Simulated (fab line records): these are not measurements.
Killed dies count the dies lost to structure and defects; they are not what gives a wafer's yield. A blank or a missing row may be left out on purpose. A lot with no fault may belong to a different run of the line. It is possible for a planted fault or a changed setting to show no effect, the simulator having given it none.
Which tool is to blame? -- flow n5_finfet -- 9 lots with 27 wafers sampled at 3 steps, on a route of 1938 steps

## WHAT THE GAUGES SHOWED, per wafer
N5_BEOL_M1_CD_MEAS_11: the cd target is 17.05 nm.
lot,measured,on,cd_nm (nm)
L129,day 6 15:57,cd_sem-03,17.38 16.80 16.99
L131,day 7 04:45,cd_sem-02,17.31 17.43 17.27
L130,day 7 04:59,cd_sem-03,17.10 17.07 17.33
L136,day 8 06:10,cd_sem-02,16.58 17.16 17.03
L138,day 8 20:50,cd_sem-02,17.25 16.97 16.90
L143,day 9 21:29,cd_sem-01,17.69 17.86 18.08
L144,day 10 01:05,cd_sem-03,17.11 17.41 17.44
L148,day 10 23:09,cd_sem-02,17.19 17.15 17.04
L151,day 11 22:42,cd_sem-01,17.23 17.27 16.93

## WHAT TOOL EACH LOT RAN ON (gives the tool, then ch and the chambers of the sampled wafers, and finally the start)
lot,N5_BEOL_M1_PECVD_72,N5_BEOL_M1_EXPOSE_08
L129,"pecvd-02 ch 0,1, day 6 14:51","euv_scanner-01 ch 0, day 6 15:49"
L131,"pecvd-01 ch 0,1, day 7 02:20","euv_scanner-01 ch 0, day 7 04:38"
L130,"pecvd-04 ch 1,2, day 7 02:55","euv_scanner-02 ch 0, day 7 04:52"
L136,"pecvd-02 ch 0,1, day 8 04:25","euv_scanner-01 ch 0, day 8 06:03"
L138,"pecvd-01 ch 0,1,2, day 8 18:49","euv_scanner-02 ch 0, day 8 20:43"
L143,"pecvd-04 ch 1,2, day 9 18:39","euv_scanner-01 ch 0, day 9 21:22"
L144,"pecvd-02 ch 0,1,2, day 10 00:19","euv_scanner-02 ch 0, day 10 00:59"
L148,"pecvd-04 ch 1,2, day 10 22:34","euv_scanner-02 ch 0, day 10 23:01"
L151,"pecvd-04 ch 1,2, day 11 22:08","euv_scanner-02 ch 0, day 11 22:35"
- N5_BEOL_M1_PECVD_72: deposits SiO2 from TEOS/O2, target thk 16 nm, time 18 s.
- N5_BEOL_M1_EXPOSE_08: exposes mask M1.

## THE ANSWER, worked out from the rows above alone
Rule: usual is defined by the lots themselves. Put in order of their means at a reading, lots are off if they are a third of the lots or fewer, leave a main group of 4 or more, and stand apart from it by a gap of 3 or more times the standard deviation of the main group's means; of several such gaps the widest counts. Not used: any main group whose means are identical at the precision the tables above print for the reading. Also off: a lot with no number at a reading for which 4 or more lots have one. The other lots that the step has rows for count as sound.
Off: L143 (N5_BEOL_M1_CD_MEAS_11, cd_nm). The main group has a mean of 17.14 nm with a standard deviation of 0.13.
A tool fits if, at a process step before that reading, it ran every lot that is off, and no sound lot after the first of them. Those tools and the gauges at N5_BEOL_M1_CD_MEAS_11 are tried in the same way. One fits: euv_scanner-01 at N5_BEOL_M1_EXPOSE_08. Its last sound lot is L136 (day 8 06:03), its first lot that is off L143 (day 9 21:22): a fault that began between those two fits.

## WHAT HAD BEEN PUT IN BY THE SIMULATOR
Process parameters drifting: euv_scanner-01 at N5_BEOL_M1_EXPOSE_08, beginning at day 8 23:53. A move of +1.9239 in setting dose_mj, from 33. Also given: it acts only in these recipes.
Lots struck among those shown: L143. The rule above reached the same finding.
